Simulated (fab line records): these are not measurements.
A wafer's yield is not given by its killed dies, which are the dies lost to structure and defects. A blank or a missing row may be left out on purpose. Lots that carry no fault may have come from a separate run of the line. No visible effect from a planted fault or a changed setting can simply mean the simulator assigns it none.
A lot that was struck, set against a sound lot | flow nand harc | 15 out of 1159 route steps
Sound: the wafers L248.4, L248.5, L248.6. The struck wafers were L241.1, L241.2, L241.4. Last of all comes the cause.
At each step with rows: each side's tool, then ch and its chambers, then its first start. Under that, the readings that differ: sound wafers | struck wafers | difference of the means | sigmas: that difference in standard deviations of wafers without a fault.
alike: readings with means less than 2 such deviations apart, plus words and numbers identical on both sides. not compared: withheld readings, readings lacking a value on some wafer, bounds such as >300 that could conceal the same value, and numbers that have no deviation in the record and whose values overlap.
Wherever a step has rows on one side only, a row that says differs or no value, or a row with sigmas, the two part there. Non-overlapping numbers with no deviation appear without sigmas and do not part them. A reading that every wafer of one side lacks parts them only if that side has two wafers or more.

NHARC_A_M1_PVD_20: deposits TaN, target thk 5 nm, time 8.06 s.
  sound on pvd sputter-03; struck on pvd sputter-02
  alike: throttle valve pct
NHARC_A_M1_PVD_21: deposits Cu, target thk 30 nm, time 20.49 s.
  sound on pvd sputter-03; struck on pvd sputter-02
  alike: throttle valve pct
then, 3 steps without rows for these wafers: NHARC_A_M1_ECD_22 (material Cu, target thk 400 nm); NHARC_A_M1_ANNEAL_31 (time 90 s); NHARC_A_M1_CMP_23 (polishes, t overpolish 20 s, target thk 154.34 nm).
NHARC_A_M1_THK_MEAS_24: measures by xrf.
  sound: film metro-02 at day 23 14:53; struck: film metro-02 at day 22 21:20
  alike: thk nm
after that, 1 step had no rows for these wafers: NHARC_A_M1_SRD_25.
NHARC_A_M1_INSPECT_27:
  sound: defect inspect-02 at day 23 15:04; struck: defect inspect-02 at day 22 21:29
  alike: raw defect count
NHARC_A_M1_PRE_CLEAN_32: time 12 s.
  sound on pecvd-02 ch 0,1,2, day 23 15:10; struck on pecvd-04 ch 0,2, day 22 22:00
  alike: heater power w
  not compared: since wet clean h
NHARC_A_M1_DEP_33: deposits SiCN, target thk 30 nm.
  sound on pecvd-02 ch 0,1,2, day 23 15:20; struck on pecvd-04 ch 0,2, day 22 22:05
  alike: heater power w, showerhead vpp V
  not compared: since wet clean h
NHARC_A_BONDPAD_DEP_00: deposits SiCN, target thk 250 nm.
  sound on pecvd-03 ch 0,1,2, day 23 15:53; struck on pecvd-03 ch 0,1,2, day 22 22:38
  alike: heater power w, showerhead vpp V
  not compared: since wet clean h
NHARC_A_BONDPAD_CMP_29: polishes SiCN, target thk 200 nm.
  sound on cmp-04 ch 0,3, day 23 16:11; struck on cmp-01 ch 1,2,3, day 22 23:04
  no value came back on the struck wafers for edge zone pressure frac, motor current A (A); on the sound wafers edge zone pressure frac reads 1.007 0.999 1.002
NHARC_A_BONDPAD_THK_MEAS_30: measures by ellipsometry.
  sound: film metro-02 at day 23 16:25; struck: film metro-02 at day 22 23:18
  reading     | sound             | struck            | difference | sigmas
  thk nm (nm) | 198.4 200.1 193.5 | 250.6 249.4 257.5 | +55.2      | +32
after that, 1 step had no rows for these wafers: NHARC_A_BONDPAD_SRD_31.
NHARC_END_SORT_01:
  the record has rows for the struck wafers here (prober-01 ch 0, day 24 05:45) and none for the sound ones

WHERE THEY PART
Earliest at NHARC_A_BONDPAD_CMP_29; latest, in this record, at NHARC_END_SORT_01.

WHY: what the simulator had put in
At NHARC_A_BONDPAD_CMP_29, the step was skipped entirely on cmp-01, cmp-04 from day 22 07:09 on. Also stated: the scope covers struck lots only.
